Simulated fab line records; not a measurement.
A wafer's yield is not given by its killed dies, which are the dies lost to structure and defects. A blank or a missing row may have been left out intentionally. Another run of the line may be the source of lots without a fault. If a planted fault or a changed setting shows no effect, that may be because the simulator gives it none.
Chamber matching :: flow nandHarc :: NHARC_A_CHANNEL_HOLE_D2_ETCH_38 on rieDiel-05: 4 sister chambers
The step etches the open film in CF4, target depth 39 nm, time 65 s. 7 wafers are shown with their chamber, then 10 later ones without.

WAFERS WITH THEIR CHAMBER
wafer: L132.5
chamber: 0
drypumpMotorCurrentA (A): 6.0
oesProductAu (a.u.): 0.969

wafer: L136.2
chamber: 2
drypumpMotorCurrentA (A): 5.4
oesProductAu (a.u.): 0.998

wafer: L138.6
chamber: 0
drypumpMotorCurrentA (A): 6.0
oesProductAu (a.u.): 0.969

wafer: L141.5
chamber: 1
drypumpMotorCurrentA (A): 5.9
oesProductAu (a.u.): 1.009

wafer: L144.1
chamber: 1
drypumpMotorCurrentA (A): 5.9
oesProductAu (a.u.): 1.006

wafer: L144.4
chamber: 3
drypumpMotorCurrentA (A): 6.4
oesProductAu (a.u.): 0.991

wafer: L144.6
chamber: 3
drypumpMotorCurrentA (A): 6.3
oesProductAu (a.u.): 0.988

WAFERS WITHOUT THEIR CHAMBER
wafer: L145.2
drypumpMotorCurrentA (A): 6.4
oesProductAu (a.u.): 0.980

wafer: L145.5
drypumpMotorCurrentA (A): 5.9
oesProductAu (a.u.): 0.988

wafer: L145.6
drypumpMotorCurrentA (A): 6.4
oesProductAu (a.u.): 0.986

wafer: L146.1
drypumpMotorCurrentA (A): 6.0
oesProductAu (a.u.): 0.985

wafer: L146.4
drypumpMotorCurrentA (A): 6.4
oesProductAu (a.u.): 0.994

wafer: L146.5
drypumpMotorCurrentA (A): 6.0
oesProductAu (a.u.): 0.978

wafer: L151.2
drypumpMotorCurrentA (A): 6.4
oesProductAu (a.u.): 0.998

wafer: L151.6
drypumpMotorCurrentA (A): 6.0
oesProductAu (a.u.): 0.995

wafer: L152.2
drypumpMotorCurrentA (A): 6.0
oesProductAu (a.u.): 0.994

wafer: L152.6
drypumpMotorCurrentA (A): 6.3
oesProductAu (a.u.): 1.010

CHAMBER TAKEN BY EACH
wafer: L145.2
from the rows above: 3
in truth: 3

wafer: L145.5
from the rows above: can't be placed: 3 or 0 or 1
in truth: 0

wafer: L145.6
from the rows above: 3
in truth: 3

wafer: L146.1
from the rows above: can't be placed: 3 or 0
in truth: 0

wafer: L146.4
from the rows above: 3
in truth: 3

wafer: L146.5
from the rows above: 0
in truth: 0

wafer: L151.2
from the rows above: 3
in truth: 3

wafer: L151.6
from the rows above: can't be placed: 1 or 3
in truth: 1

wafer: L152.2
from the rows above: can't be placed: 1 or 3
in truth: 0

wafer: L152.6
from the rows above: can't be placed: 1 or 3
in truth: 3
Correctly placed: 5 of 10. From these rows, 5 cannot be placed; in 4 the true chamber is one of the candidates. Placed wrongly: 0.
How it was worked out, from the rows above alone: a wafer's distance from a chamber is the root of the sum, over the readings, of the square of ((its reading less the chamber's mean) divided by the reading's scatter). If the next closest chamber is less than 2 further off than the closest, the wafer can't be placed; otherwise it belongs to the closest. The mean given for a chamber averages the wafers shown for that chamber. The scatter: the root of (the sum of the squares of (reading less its chamber's mean) over the shown wafers, divided by (wafers less chambers)).
